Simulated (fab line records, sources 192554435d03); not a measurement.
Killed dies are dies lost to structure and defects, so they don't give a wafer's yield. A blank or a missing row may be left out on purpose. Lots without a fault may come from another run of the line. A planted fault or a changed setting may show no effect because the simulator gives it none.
fab line records | flow n5_finfet
record lots=9 wafers=27 last_day=18
route steps=1938 shown PMOS_HMC_CHANNEL_EPI@71 BEOL_M4@1111 PASSIVATION@1936
lots that met no fault: from a run of the same line without faults
start_h: hours from the record's first day to the start of the lot's first wafer shown | wait_h: hours since the lot's step before | " the same as in the row above | L1.1+2: a row that stands for several wafers | - no value, or no start given | * or withheld: withheld | < > ~ a bound
route shown NAME@n: a module of which the file shows steps, and the number in the route of the first | usual: mean/standard deviation of fault-free wafers | same: alike in all rows | chamber/n: place in a boat | sites: the reading at each site | _std_site: their standard deviation | _edge_site: outer sites' mean less inner sites' | radius_mm: how far each site lies from the wafer's centre | mask NAME#n: copy n | behind: the tool/chamber that last shaped the wafer | hold: why the lot was held/for how many hours/how that ended | device: the transistor (n, p or np) that didn't switch | end of line: the same wafers' tests at the end of the route | a step without rows: its recipe alone | killed: dies lost to structure and defects at the first sort, not the wafer's yield | map: a wafer's dies, x killed, . not, _ none there
set.NAME: the setting as run; set.NAME@STEP: as run at that earlier step | model.NAME: the simulator's own value behind a step, which no gauge read
steps of the route over a sample of lots; a table a step, a row a wafer
services: from which hour (start_h, from the record's first day; less than 0 if before it) a tool's chamber was out of use, for how many hours, and why
## steps
# step N5_PMOS_HMC_CHANNEL_EPI_STRIP_33
# recipe chemistry=N2/H2 power_w=500 temp_c=40 pressure_mtorr=50 rf_frequency_hz=6e+07 overash_fraction=0.3 bias_power_w=8 h2_frac=0.5 n2_flow_sccm=300 h2_flow_sccm=300
# usual drypump_motor_current_A=5.8/0.5 oes_product_au=0.79/0.082 rf_vpp_V=54.3/1.6 showerhead_plenum_p_Torr=3.40/0.11 temp_c=39.98/0.12 throttle_valve_pct=18.86/0.26
# columns lot.wafer tool chamber start_h wait_h drypump_motor_current_A oes_product_au rf_hours_counter_h rf_vpp_V showerhead_plenum_p_Torr temp_c throttle_valve_pct
L338.1 rie_diel-03 0 35.36 0.0 5.9 0.79 118 52.7 3.38 39.90 19.05
L338.2 " 3 " " 5.7 0.68 247 53.4 3.17 40.15 18.85
L338.4 " 2 " " 5.0 0.85 59 51.6 3.39 39.92 18.65
L345.1 rie_diel-02 1 77.51 0.0 5.5 0.91 27 54.9 3.43 40.03 18.50
L345.2 " 0 " " 5.1 0.73 165 54.2 3.34 39.82 19.23
L345.5 " 2 " " 6.6 0.71 - 53.7 3.46 39.88 19.45
L346.2 rie_diel-04 0 83.98 0.0 5.6 0.75 153 54.1 3.33 40.03 18.85
L346.5 " 1 " " 6.3 0.75 - 53.8 3.50 40.02 18.44
L346.6 " 0 " " 5.6 0.75 - 52.4 3.33 39.85 18.87
L347.1 rie_diel-03 2 89.95 0.0 5.1 0.83 77 54.0 3.38 39.99 18.71
L347.2 " 0 " " 5.9 0.78 136 52.6 3.37 40.02 19.04
L347.5 " 2 " " 5.0 0.83 - 51.2 3.38 40.09 18.66
L348.2 rie_diel-04 3 95.69 0.0 5.7 0.70 225 52.3 3.48 39.98 18.81
L348.4 " 0 " " 5.6 0.75 157 54.1 3.33 40.05 18.85
L348.6 " 3 " " 5.7 0.70 - 54.4 3.48 39.98 18.79
L349.1 rie_diel-03 0 101.83 0.0 5.9 0.77 139 53.7 3.37 40.09 19.08
L349.5 " 3 " " 5.6 0.92 - 54.3 3.57 39.91 18.55
L349.6 " 0 " " 5.9 0.78 - 51.6 3.37 40.05 19.05
L350.2 rie_diel-02 0 108.58 0.0 5.1 0.72 177 53.2 3.34 40.04 19.23
L350.4 " 3 " " 6.6 0.98 8 55.2 3.59 40.20 18.66
L350.6 " 3 " " 6.7 0.98 - 54.9 3.59 40.08 18.69
L355.1 rie_diel-02 2 138.04 0.0 6.6 0.97 8 54.4 3.45 40.09 19.08
L355.3 " 1 " " 5.4 0.87 48 54.2 3.41 40.01 18.49
L355.6 " 3 " " 6.6 0.94 - 55.5 3.58 39.96 18.65
L358.1 rie_diel-03 2 155.06 0.0 5.0 0.82 95 54.6 3.37 39.98 18.70
L358.4 " 1 " " 6.0 0.75 160 53.8 3.21 39.80 18.90
L358.6 " 3 " " 5.7 0.89 - 52.1 3.56 39.71 18.56
# step N5_PMOS_HMC_CHANNEL_EPI_EPI_20
# recipe material=SiGe30 mask_material=SiO2 pressure_torr=20 target_thk_a=590 temp_c=600
# usual chamber_pressure_Torr=20.00/0.04
# columns lot.wafer tool chamber start_h wait_h chamber_pressure_Torr
L338.1 epi_rpcvd-02 0 35.85 0.0 20.05
L338.2 " 0 " " 20.06
L338.4 " 0 " " 19.96
L345.1 epi_rpcvd-02 0 78.01 0.0 20.01
L345.2 " 0 " " 20.00
L345.5 " 0 " " 19.90
L346.2 epi_rpcvd-01 0 84.83 0.4 20.02
L346.5 " 0 85.89 1.5 19.98
L346.6 " 0 " " 20.03
L347.1 epi_rpcvd-03 0 90.45 0.0 20.02
L347.2 " 0 " " 19.96
L347.5 " 0 " " 19.94
L348.2 epi_rpcvd-01 0 96.66 0.5 20.01
L348.4 " 0 " " 20.01
L348.6 " 0 " " 20.02
L349.1 epi_rpcvd-02 0 102.33 0.0 11.98
L349.5 " 0 103.40 1.1 12.03
L349.6 " 0 " " 11.98
L350.2 epi_rpcvd-02 0 109.34 0.3 11.93
L350.4 " 0 " " 11.95
L350.6 " 0 " " 11.97
L355.1 epi_rpcvd-03 0 138.53 0.0 19.99
L355.3 " 0 " " 19.96
L355.6 " 0 " " 19.95
L358.1 epi_rpcvd-03 0 155.56 0.0 20.03
L358.4 " 0 " " 19.99
L358.6 " 0 " " 20.03
# step N5_PMOS_HMC_CHANNEL_EPI_CMP_21
# recipe material=SiGe30 post_cmp_clean=alkaline_brush target_thk_nm=54
# usual motor_current_A=12.2/1.5 pad_life_wafers=1019/570
# columns lot.wafer tool chamber start_h wait_h motor_current_A pad_life_wafers
L338.2 cmp-04 3 37.59 0.0 10.0 1188
L338.4 " 0 " " 10.0 1189
L338.1 " 2 " " 13.2 1191
L345.1 cmp-02 0 79.83 0.1 14.0 626
L345.2 " 1 " " 11.7 627
L345.5 " 3 " " 11.5 -
L346.2 cmp-02 2 86.81 0.1 14.0 668
L346.5 " 0 " " 14.6 -
L346.6 " 1 " " 12.1 -
L347.2 cmp-02 1 92.26 0.1 11.7 716
L347.1 " 2 " " 13.3 717
L347.5 " 3 " " 10.9 -
L348.4 cmp-02 2 99.20 0.1 14.0 757
L348.2 " 3 " " 11.9 758
L348.6 " 1 " " 11.8 -
L349.1 cmp-02 3 104.11 0.1 11.7 787
L349.6 " 2 " " 14.5 -
L349.5 " 3 " " 11.0 -
L350.2 cmp-03 2 110.91 0.0 12.1 468
L350.4 " 1 " " 12.8 471
L350.6 " 3 " " 11.5 -
L355.1 cmp-03 3 140.30 0.1 12.3 709
L355.3 " 1 " " 12.7 711
L355.6 " 3 " " 11.6 -
L358.1 cmp-03 1 156.89 0.0 12.4 858
L358.4 " 3 " " 11.7 860
L358.6 " 1 " " 12.7 -
# step N5_PMOS_HMC_CHANNEL_EPI_THK_MEAS_22
# recipe reads=SiGe30_of_PMOS_HMC_CHANNEL_EPI_EPI_20
# usual HMC_CMP_THK=53.8/0.65
# columns lot.wafer tool chamber start_h wait_h HMC_CMP_THK[nm]
L338.1 film_metro-01 - 37.88 - 54.1
L338.2 " - " " 52.7
L338.4 " - " " 54.0
L345.1 film_metro-02 - 80.04 - 53.2
L345.2 " - " " 53.2
L345.5 " - " " 52.8
L346.2 film_metro-01 - 87.03 - 54.1
L346.5 " - " " 54.7
L346.6 " - " " 54.6
L347.1 film_metro-02 - 92.48 - 53.7
L347.2 " - " " 53.7
L347.5 " - " " 53.9
L348.2 film_metro-02 - 99.46 - 54.0
L348.4 " - " " 54.3
L348.6 " - " " 52.9
L349.1 film_metro-02 - 104.36 - 49.3
L349.5 " - " " 49.5
L349.6 " - " " 49.2
L350.2 film_metro-01 - 111.20 - 48.3
L350.4 " - " " 48.7
L350.6 " - " " 48.3
L355.1 film_metro-01 - 140.56 - 52.6
L355.3 " - " " 54.7
L355.6 " - " " 54.6
L358.1 film_metro-01 - 157.19 - 53.7
L358.4 " - " " 53.6
L358.6 " - " " 53.3
# step N5_PMOS_HMC_CHANNEL_EPI_EPI_26
# recipe material=Si target_thk_a=38 temp_c=650 precursor=SiH4/H2 pressure_torr=20 time_s=22.7
# usual chamber_pressure_Torr=20.01/0.041 throttle_valve_pct=11.37/0.24
# columns lot.wafer tool chamber start_h wait_h chamber_pressure_Torr throttle_valve_pct
L338.1 epi_rpcvd-03 0 37.99 0.0 20.03 11.54
L338.2 " 0 " " 19.98 11.61
L338.4 " 0 " " 20.09 11.44
L345.1 epi_rpcvd-01 0 80.15 0.0 20.01 11.51
L345.2 " 0 " " 20.06 11.60
L345.5 " 0 " " 20.01 10.90
L346.2 epi_rpcvd-02 0 87.21 0.1 20.00 10.85
L346.5 " 0 " " 19.98 11.23
L346.6 " 0 " " 20.03 11.45
L347.1 epi_rpcvd-03 0 92.58 0.0 20.01 11.73
L347.2 " 0 " " 20.05 11.43
L347.5 " 0 " " 20.00 11.72
L348.2 epi_rpcvd-02 0 99.64 0.1 20.07 11.23
L348.4 " 0 " " 20.01 11.12
L348.6 " 0 " " 20.09 11.24
L349.1 epi_rpcvd-03 0 104.52 0.0 20.04 11.86
L349.5 " 0 " " 19.94 11.41
L349.6 " 0 " " 19.91 11.57
L350.2 epi_rpcvd-01 0 111.38 0.1 20.00 11.52
L350.4 " 0 " " 20.00 11.43
L350.6 " 0 " " 20.03 11.03
L355.1 epi_rpcvd-01 0 140.67 0.0 20.00 11.14
L355.3 " 0 " " 19.97 11.20
L355.6 " 0 " " 20.06 11.44
L358.1 epi_rpcvd-03 0 157.30 0.0 20.02 11.65
L358.4 " 0 " " 19.98 11.58
L358.6 " 0 " " 20.01 11.61
# step N5_BEOL_M4_RC_MEAS_101
# usual CJ_P=5.78/0.14 DIBL_N=35.9/1.4 DIBL_P=35.9/1.7 IOFF_N=0.160/0.026 IOFF_P=0.21/0.036 ION_N=672/11 ION_P=461/8.1 SS_N=71.4/0.54 SS_P=73.2/0.67 VT_N=249.3/2.7 VT_P=-250/3.9 VT_P_LONG=-275/3.8 VT_P_LVT=-99/3.5
# columns lot.wafer tool chamber start_h wait_h CJ_P DIBL_N[mV/V] DIBL_P[mV/V] IOFF_N[nA/um] IOFF_P[nA/um] ION_N[uA/um] ION_P[uA/um] SS_N[mV/dec] SS_P[mV/dec] VT_N[mV] VT_P[mV] VT_P_LONG[mV] VT_P_LVT[mV]
L338.1 prober-02 0 196.80 0.0 5.87 36.3 36.2 0.161 0.22 674 462 71.1 74.1 249.6 -247 -273 -100
L338.2 " 0 " " 6.06 38.0 39.1 0.208 0.28 682 465 72.0 73.7 246.3 -248 -274 -96
L338.4 " 0 " " 5.83 36.7 35.7 0.169 0.21 674 454 71.8 73.2 250.4 -247 -275 -100
L345.1 prober-02 0 230.17 0.0 5.91 35.7 35.9 0.157 0.21 667 456 71.3 73.0 250.1 -247 -273 -97
L345.2 " 0 " " 5.99 34.4 34.8 0.137 0.20 666 463 70.3 73.0 248.8 -248 -273 -96
L345.5 " 0 " " 5.97 33.6 33.0 0.122 0.17 648 452 71.2 71.8 253.3 -251 -272 -100
L346.2 prober-01 0 232.21 0.2 5.81 35.7 36.3 0.153 0.19 676 455 70.7 74.0 248.6 -255 -281 -101
L346.5 " 0 " " 5.68 32.5 31.9 0.104 0.14 658 448 70.6 72.7 258.3 -257 -280 -103
L346.6 " 0 " " 5.62 36.7 37.0 0.161 0.20 663 452 71.4 74.8 250.6 -255 -280 -100
L347.1 prober-02 0 250.04 0.0 5.71 38.3 39.4 0.204 0.25 676 464 72.0 73.9 243.8 -250 -277 -99
L347.2 " 0 " " 5.80 35.8 36.3 0.158 0.20 686 466 71.6 72.9 248.7 -250 -277 -100
L347.5 " 0 " " 5.61 36.1 36.8 0.169 0.21 687 463 71.7 72.5 245.5 -251 -277 -101
L348.2 prober-01 0 250.47 0.2 5.90 37.2 37.7 0.182 0.26 679 476 71.4 73.8 245.9 -247 -275 -94
L348.4 " 0 " " 5.53 33.9 32.7 0.125 0.18 672 458 71.0 72.8 253.8 -249 -274 -100
L348.6 " 0 " " 5.86 36.1 35.5 0.163 0.21 674 461 71.4 73.1 249.0 -250 -272 -97
L349.1 prober-01 0 254.42 0.0 6.32 35.7 38.3 0.171 0.20 692 421 71.6 73.5 245.1 -257 -284 -104
L349.5 " 0 " " 6.27 35.4 38.0 0.163 0.19 673 412 71.1 73.8 247.9 -254 -287 -104
L349.6 " 0 " " 6.28 36.0 38.5 0.169 0.20 684 418 72.0 73.7 247.9 -257 -284 -104
L350.2 prober-02 0 255.08 0.2 6.38 34.8 39.1 0.136 0.18 656 398 71.0 75.5 249.6 -265 -294 -114
L350.4 " 0 " " 6.17 34.5 39.7 0.142 0.21 669 390 70.9 76.8 250.4 -264 -295 -114
L350.6 " 0 " " 6.29 34.4 39.0 0.152 0.16 681 398 71.0 74.4 247.1 -264 -295 -113
L355.1 prober-02 0 309.35 0.0 6.06 36.1 34.4 0.142 0.15 664 450 70.9 72.8 249.5 -258 -280 -102
L355.3 " 0 " " 5.62 37.1 36.0 0.142 0.17 643 441 71.9 73.1 253.3 -254 -282 -101
L355.6 " 0 " " 5.72 37.0 36.6 0.158 0.18 674 450 71.8 73.2 248.2 -255 -282 -101
L358.1 prober-02 0 316.26 0.0 5.71 36.1 36.2 0.149 0.18 665 456 71.0 72.9 252.6 -253 -274 -101
L358.4 " 0 " " 5.81 35.0 35.4 0.136 0.17 678 459 70.9 73.7 253.1 -255 -278 -101
L358.6 " 0 " " 5.89 38.2 39.4 0.190 0.24 675 462 71.5 74.2 249.5 -248 -275 -97
# step N5_PASSIVATION_PROBE_49
# usual defect_limited_yield=90.9/1.5 killed_at_M0_to_M3=35/10 killed_at_M4_up=14/5.2 killed_at_contacts=13/7.3 killed_at_front_end=42/12 killed_at_other=3.4/2.5 killed_dies=108/18 killed_open=70/13 killed_short=35/8 sort_bin_5_function=5.4/1 sort_bin_6_memory=3.4/0.71 sort_bin_8_speed=0.00/0.0099 sort_n_pass=1072/18 sort_yield_pct=90.9/1.5
# same gross_dies=1180 killed_at_back_side=0 sort_bin_4_leakage[%]=0
# columns lot.wafer tool chamber start_h wait_h defect_limited_yield[%] killed_at_M0_to_M3 killed_at_M4_up killed_at_contacts killed_at_front_end killed_at_other killed_dies killed_open killed_short sort_bin_5_function[%] sort_bin_6_memory[%] sort_bin_8_speed[%] sort_n_pass sort_yield_pct[%]
L338.1 prober-02 - 294.98 0.0 91.2 61 15 7 21 0 104 62 40 5.2 3.3 0 1076 91.2
L338.2 prober-02 - 295.03 0.1 91.6 35 11 11 37 5 99 57 37 5.3 2.5 0 1081 91.6
L338.4 prober-02 - 295.13 0.2 93.2 23 18 3 36 0 80 61 15 4.1 2.6 0 1100 93.2
L345.1 prober-01 - 338.34 0.0 89.5 47 23 16 32 6 124 88 36 6.4 3.7 0 1056 89.5
L345.2 prober-01 - 338.39 0.1 90.8 44 13 11 39 2 109 69 39 5.5 3.5 0 1071 90.8
L345.5 prober-01 - 338.54 0.2 88.1 39 25 18 58 0 140 101 38 7.2 4.5 0 1040 88.1
L346.2 prober-02 - 341.37 0.1 90.0 38 20 12 43 5 118 80 37 5.6 4.0 0 1062 90.0
L346.5 prober-02 - 341.52 0.2 91.3 24 12 5 60 2 103 74 27 4.5 3.7 0 1077 91.3
L346.6 prober-02 - 341.57 0.3 92.0 29 23 7 34 1 94 63 26 5.3 2.5 0 1086 92.0
L347.1 prober-01 - 346.29 0.0 91.2 33 29 7 30 5 104 73 22 4.6 3.6 0 1076 91.2
L347.2 prober-01 - 346.34 0.1 89.7 48 23 12 34 4 121 67 52 5.8 4.0 0 1059 89.7
L347.5 prober-01 - 346.49 0.2 88.6 36 35 11 42 10 134 85 46 7.6 3.2 0 1046 88.6
L350.2 prober-02 - 361.47 0.1 93.1 31 10 8 31 1 81 61 20 3.5 3.2 93.14 0 0
L350.4 prober-02 - 361.57 0.2 88.2 41 14 10 68 6 139 98 40 7.0 4.4 88.22 0 0
L350.6 prober-02 - 361.67 0.3 90.7 30 16 18 43 3 110 77 32 4.9 3.7 90.68 0 0
L348.2 prober-01 - 366.40 0.1 92.5 17 16 13 36 6 88 54 33 4.4 2.5 0 1092 92.5
L348.4 prober-01 - 366.50 0.2 90.8 14 8 30 53 4 109 69 38 5.2 3.8 0 1071 90.8
L348.6 prober-01 - 366.60 0.3 93.7 13 7 9 37 8 74 50 22 3.4 2.6 0.08 1106 93.7
L349.1 prober-02 - 372.56 0.0 89.8 41 9 22 47 1 120 75 42 5.5 4.2 85.00 57 4.8
L349.5 prober-02 - 372.76 0.2 87.3 49 15 27 57 2 150 94 54 8.0 4.3 87.03 3 0.3
L349.6 prober-02 - 372.81 0.3 87.9 39 11 18 68 7 143 91 52 7.1 4.7 83.39 53 4.5
L355.1 prober-01 - 425.81 0.0 88.6 41 23 13 55 2 134 85 45 5.6 5.1 0 1046 88.6
L355.3 prober-01 - 425.91 0.1 88.1 55 18 9 57 1 140 103 34 7.6 3.9 0 1040 88.1
L355.6 prober-01 - 426.06 0.3 87.5 38 18 12 78 1 147 90 55 7.5 4.7 0 1033 87.5
L358.1 prober-02 - 429.93 0.0 91.4 33 6 12 47 3 101 70 31 4.9 3.1 0 1079 91.4
L358.4 prober-02 - 430.08 0.2 90.6 34 12 22 42 1 111 72 37 5.2 4.0 0.08 1069 90.6
L358.6 prober-02 - 430.18 0.3 88.5 36 17 42 36 5 136 94 41 7.5 3.8 0 1044 88.5
# killed by level:class
L338.1 BEOL_M0_SAQP:geometric_particle:short=21 BEOL_M0_SAQP:geometric_particle:open=17 BEOL_M2:geometric_particle:open=11 MOL_CONTACT_COAG:geometric_particle:open=7 GATE_CUT:geometric_particle:open=5 BEOL_M4:geometric_particle:open=5 FIN_SAQP:geometric_particle:short=4 BEOL_M2:geometric_particle:short=4
L338.2 BEOL_M0_SAQP:geometric_particle:short=13 BEOL_M0_SAQP:geometric_particle:open=9 MOL_CONTACT_COAG:geometric_particle:open=8 FIN_SAQP:geometric_particle:open=7 FIN_SAQP:geometric_particle:short=6 GATE_CUT:geometric_particle:open=5 GATE_CUT:geometric_particle:short=5 STI_FIN_REVEAL:geometric_particle:open=4
L338.4 FIN_SAQP:geometric_particle:open=11 BEOL_M0_SAQP:geometric_particle:open=8 BEOL_M4:geometric_particle:open=8 STI_FIN_REVEAL:geometric_particle:open=5 BEOL_M2:geometric_particle:open=5 STARTING-WAFER:geometric_particle:open=5 FIN_SAQP:geometric_particle:short=4 DUMMY_GATE:geometric_particle:open=4
L345.1 FIN_SAQP:geometric_particle:open=13 MOL_CONTACT_COAG:geometric_particle:open=13 BEOL_M2:geometric_particle:short=9 BEOL_M5:geometric_particle:open=8 BEOL_M0_SAQP:geometric_particle:open=8 BEOL_M2:geometric_particle:open=8 BEOL_M1:geometric_particle:open=7 BEOL_M0_SAQP:geometric_particle:short=7
L345.2 FIN_SAQP:geometric_particle:open=12 MOL_CONTACT_COAG:geometric_particle:open=9 BEOL_M3:geometric_particle:open=8 FIN_SAQP:geometric_particle:short=6 BEOL_M0_SAQP:geometric_particle:open=6 BEOL_M0_SAQP:geometric_particle:short=6 BEOL_M3:geometric_particle:short=6 BEOL_M4:geometric_particle:open=6
L345.5 FIN_SAQP:geometric_particle:open=23 FIN_SAQP:geometric_particle:short=15 BEOL_M4:geometric_particle:open=14 MOL_CONTACT_COAG:geometric_particle:open=14 BEOL_M2:geometric_particle:open=9 BEOL_M3:geometric_particle:open=9 BEOL_M0_SAQP:geometric_particle:short=8 STI_FIN_REVEAL:geometric_particle:open=7
L346.2 BEOL_M4:geometric_particle:open=13 STI_FIN_REVEAL:geometric_particle:open=12 BEOL_M2:geometric_particle:open=10 BEOL_M3:geometric_particle:open=10 FIN_SAQP:geometric_particle:open=9 MOL_CONTACT_COAG:geometric_particle:open=7 BEOL_M0_SAQP:geometric_particle:short=7 MOL_CONTACT_COAG:geometric_particle:short=5
L346.5 FIN_SAQP:geometric_particle:open=14 DUMMY_GATE:geometric_particle:open=10 STI_FIN_REVEAL:geometric_particle:open=7 BEOL_M3:geometric_particle:open=7 BEOL_M4:geometric_particle:open=5 FIN_SAQP:geometric_particle:short=4 ILD0:geometric_particle:open=4 MOL_CONTACT_COAG:geometric_particle:open=4
L346.6 BEOL_M1:geometric_particle:open=8 MOL_CONTACT_COAG:geometric_particle:open=7 BEOL_M4:geometric_particle:open=7 BEOL_M3:geometric_particle:open=6 FIN_SAQP:geometric_particle:open=4 GATE_CUT:geometric_particle:short=4 BEOL_M0:geometric_particle:open=4 BEOL_M2:geometric_particle:open=4
L347.1 BEOL_M4:geometric_particle:open=14 STI_FIN_REVEAL:geometric_particle:open=7 BEOL_M1:geometric_particle:open=6 BEOL_M3:geometric_particle:open=6 DUMMY_GATE:geometric_particle:open=5 MOL_CONTACT_COAG:geometric_particle:open=5 BEOL_M0_SAQP:geometric_particle:short=5 BEOL_M2:geometric_particle:open=5
L347.2 BEOL_M3:geometric_particle:open=13 BEOL_M4:geometric_particle:open=12 FIN_SAQP:geometric_particle:short=11 MOL_CONTACT_COAG:geometric_particle:open=8 BEOL_M0_SAQP:geometric_particle:short=7 BEOL_M4:geometric_particle:short=6 BEOL_M0:geometric_particle:short=6 BEOL_M1:geometric_particle:open=6
L347.5 BEOL_M4:geometric_particle:open=24 BEOL_M2:geometric_particle:open=10 PASS1_CAP:geometric_particle:short=8 FIN_SAQP:geometric_particle:short=7 MOL_CONTACT_COAG:geometric_particle:open=7 STI_FIN_REVEAL:geometric_particle:open=7 DUMMY_GATE:geometric_particle:open=7 BEOL_M3:geometric_particle:open=6
L350.2 BEOL_M2:geometric_particle:open=15 FIN_SAQP:geometric_particle:short=6 STI_FIN_REVEAL:geometric_particle:open=6 MOL_CONTACT_COAG:geometric_particle:open=6 FIN_SAQP:geometric_particle:open=5 BEOL_M3:geometric_particle:open=5 STARTING-WAFER:geometric_particle:open=4 BEOL_M4:geometric_particle:open=4
L350.4 FIN_SAQP:geometric_particle:open=15 BEOL_M0_SAQP:geometric_particle:open=13 BEOL_M0_SAQP:geometric_particle:short=13 STI_FIN_REVEAL:geometric_particle:open=11 FIN_SAQP:geometric_particle:short=10 DUMMY_GATE:geometric_particle:open=10 MOL_CONTACT_COAG:geometric_particle:open=9 GATE_CUT:geometric_particle:short=6
L350.6 STI_FIN_REVEAL:geometric_particle:open=13 MOL_CONTACT_COAG:geometric_particle:open=13 BEOL_M0_SAQP:geometric_particle:open=10 FIN_SAQP:geometric_particle:open=9 BEOL_M4:geometric_particle:open=8 FIN_SAQP:geometric_particle:short=6 BEOL_M0_SAQP:geometric_particle:short=6 MOL_CONTACT_COAG:geometric_particle:short=5
L348.2 FIN_SAQP:geometric_particle:short=9 FIN_SAQP:geometric_particle:open=8 STI_FIN_REVEAL:geometric_particle:open=8 MOL_CONTACT_COAG:geometric_particle:short=7 BEOL_M4:geometric_particle:open=7 MOL_CONTACT_COAG:geometric_particle:open=6 BEOL_M0_SAQP:geometric_particle:short=5 BEOL_M3:geometric_particle:open=5
L348.4 MOL_CONTACT_COAG:geometric_particle:open=27 FIN_SAQP:geometric_particle:short=12 STI_FIN_REVEAL:geometric_particle:open=11 FIN_SAQP:geometric_particle:open=9 BEOL_M0_SAQP:geometric_particle:short=5 STI_FIN_REVEAL:geometric_particle:short=4 STARTING-WAFER:geometric_particle:open=4 MOL_CONTACT_COAG:geometric_particle:short=3
L348.6 STI_FIN_REVEAL:geometric_particle:open=17 DUMMY_GATE:geometric_particle:open=8 MOL_CONTACT_COAG:geometric_particle:open=7 BEOL_M0_SAQP:geometric_particle:open=3 BEOL_M0:geometric_particle:short=3 BEOL_M1:geometric_particle:open=3 MIM_TOP:geometric_particle:short=3 STARTING-WAFER:geometric_particle:open=3
L349.1 MOL_CONTACT_COAG:geometric_particle:open=16 BEOL_M0_SAQP:geometric_particle:short=12 FIN_SAQP:geometric_particle:open=9 STI_FIN_REVEAL:geometric_particle:open=9 BEOL_M0_SAQP:geometric_particle:open=8 FIN_SAQP:geometric_particle:short=6 DUMMY_GATE:geometric_particle:open=6 GATE_CUT:geometric_particle:short=5
L349.5 MOL_CONTACT_COAG:geometric_particle:open=21 BEOL_M0_SAQP:geometric_particle:short=13 STI_FIN_REVEAL:geometric_particle:open=12 BEOL_M3:geometric_particle:open=12 FIN_SAQP:geometric_particle:open=11 FIN_SAQP:geometric_particle:short=8 BEOL_M4:geometric_particle:open=7 MOL_CONTACT_COAG:geometric_particle:short=6
L349.6 STI_FIN_REVEAL:geometric_particle:open=24 FIN_SAQP:geometric_particle:open=11 MOL_CONTACT_COAG:geometric_particle:open=10 FIN_SAQP:geometric_particle:short=9 MOL_CONTACT_COAG:geometric_particle:short=8 BEOL_M0_SAQP:geometric_particle:short=8 BEOL_M0_SAQP:geometric_particle:open=7 GATE_CUT:geometric_particle:short=7
L355.1 FIN_SAQP:geometric_particle:short=11 FIN_SAQP:geometric_particle:open=11 MOL_CONTACT_COAG:geometric_particle:open=11 STI_FIN_REVEAL:geometric_particle:open=10 BEOL_M4:geometric_particle:open=10 GATE_CUT:geometric_particle:short=8 BEOL_M2:geometric_particle:open=7 BEOL_M0_SAQP:geometric_particle:open=6
L355.3 BEOL_M2:geometric_particle:open=20 STI_FIN_REVEAL:geometric_particle:open=18 FIN_SAQP:geometric_particle:open=10 BEOL_M4:geometric_particle:open=10 BEOL_M0:geometric_particle:open=7 MOL_CONTACT_COAG:geometric_particle:open=7 BEOL_M3:geometric_particle:open=6 GATE_CUT:geometric_particle:short=6
L355.6 STI_FIN_REVEAL:geometric_particle:open=20 FIN_SAQP:geometric_particle:open=14 GATE_CUT:geometric_particle:short=14 BEOL_M2:geometric_particle:open=9 BEOL_M4:geometric_particle:open=9 FIN_SAQP:geometric_particle:short=8 MOL_CONTACT_COAG:geometric_particle:open=8 BEOL_M0_SAQP:geometric_particle:short=7
L358.1 STI_FIN_REVEAL:geometric_particle:open=16 BEOL_M0_SAQP:geometric_particle:open=11 BEOL_M0_SAQP:geometric_particle:short=11 MOL_CONTACT_COAG:geometric_particle:open=10 FIN_SAQP:geometric_particle:open=9 BEOL_M3:geometric_particle:open=5 STARTING-WAFER:geometric_particle:open=4 FIN_SAQP:geometric_particle:short=3
L358.4 MOL_CONTACT_COAG:geometric_particle:open=21 FIN_SAQP:geometric_particle:open=10 STI_FIN_REVEAL:geometric_particle:open=10 BEOL_M0_SAQP:geometric_particle:short=9 BEOL_M0:geometric_particle:open=7 BEOL_M0_SAQP:geometric_particle:open=4 STARTING-WAFER:geometric_particle:short=4 FIN_SAQP:geometric_particle:short=3
L358.6 MOL_CONTACT_COAG:geometric_particle:open=38 STI_FIN_REVEAL:geometric_particle:open=13 BEOL_M0_SAQP:geometric_particle:short=11 BEOL_M0_SAQP:geometric_particle:open=8 FIN_SAQP:geometric_particle:open=6 BEOL_M2:geometric_particle:open=5 BEOL_M4:geometric_particle:open=5 FIN_SAQP:geometric_particle:short=4
## services
# columns tool chamber start_h hours kind
cmp-04 - 14.36 3.4 repair
cmp-02 - 19.77 0.9 repair
rie_diel-02 1 20.97 6.6 repair
cmp-02 - 23.07 0.9 repair
cmp-03 - 24.30 3.7 repair
rie_diel-02 3 25.41 6.7 repair
cmp-03 - 30.48 0.5 repair
cmp-04 - 31.08 3.1 repair
cmp-02 - 39.25 0.5 repair
rie_diel-03 3 46.62 - clean
rie_diel-03 3 46.62 - consumable_replace:focus_ring
rie_diel-03 3 46.62 - consumable_replace:showerhead
rie_diel-03 3 46.62 15.6 scheduled_down
rie_diel-03 3 46.62 15.6 vent_cycle
cmp-03 - 48.56 1.9 repair
cmp-02 - 49.63 5.8 pm
cmp-03 - 51.56 4.0 pm
cmp-03 - 55.56 - consumable_replace:conditioner
cmp-03 - 55.56 - consumable_replace:pad
cmp-02 - 55.94 0.7 repair
cmp-02 - 63.12 1.1 repair
cmp-02 - 95.36 3.7 pm
cmp-02 - 149.95 1.8 repair
epi_rpcvd-02 - 153.44 0.8 pm
## key
first_sign step=N5_PMOS_HMC_CHANNEL_EPI_EPI_20 reading=chamber_pressure_Torr direction=down sigmas=99+ usual=20.00 struck=11.97
effect step=N5_PMOS_HMC_CHANNEL_EPI_THK_MEAS_22 reading=HMC_CMP_THK direction=down sigmas=7.5 usual=53.8 struck=48.9
effect step=N5_BEOL_M4_RC_MEAS_101 reading=ION_P direction=down sigmas=6.8 usual=461 struck=406
effect step=N5_BEOL_M4_RC_MEAS_101 reading=VT_P_LONG direction=down sigmas=3.7 usual=-275 struck=-290
effect step=N5_BEOL_M4_RC_MEAS_101 reading=CJ_P direction=up sigmas=3.5 usual=5.78 struck=6.28
effect step=N5_BEOL_M4_RC_MEAS_101 reading=VT_P_LVT direction=down sigmas=2.8 usual=-99 struck=-109
effect step=N5_BEOL_M4_RC_MEAS_101 reading=VT_P direction=down sigmas=2.6 usual=-250 struck=-260
effect step=N5_BEOL_M4_RC_MEAS_101 reading=SS_P direction=up sigmas=2.1 usual=73.2 struck=74.6 wafers_moved=3
effect step=N5_BEOL_M4_RC_MEAS_101 reading=DIBL_P direction=up sigmas=1.7 usual=35.9 struck=38.8 wafers_moved=2
effect step=N5_PASSIVATION_PROBE_49 reading=sort_bin_8_speed direction=up sigmas=99+ usual=0.00 struck=87.91
met_at N5_PMOS_HMC_CHANNEL_EPI_EPI_20
struck_lots L349,L350
not_acting_at N5_PMOS_HMC_CHANNEL_EPI_STRIP_33,N5_PMOS_HMC_CHANNEL_EPI_CMP_21,N5_PMOS_HMC_CHANNEL_EPI_EPI_26
onset_between 78.01 102.33
fault kind=process_parameter_drift tool=epi_rpcvd-02 chamber=- onset_h=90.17 steps=N5_PMOS_HMC_CHANNEL_EPI_EPI_20 channel=pressure_torr offset=-8.008 shape=step end_h=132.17 acts_in=these_recipes_only stated=20
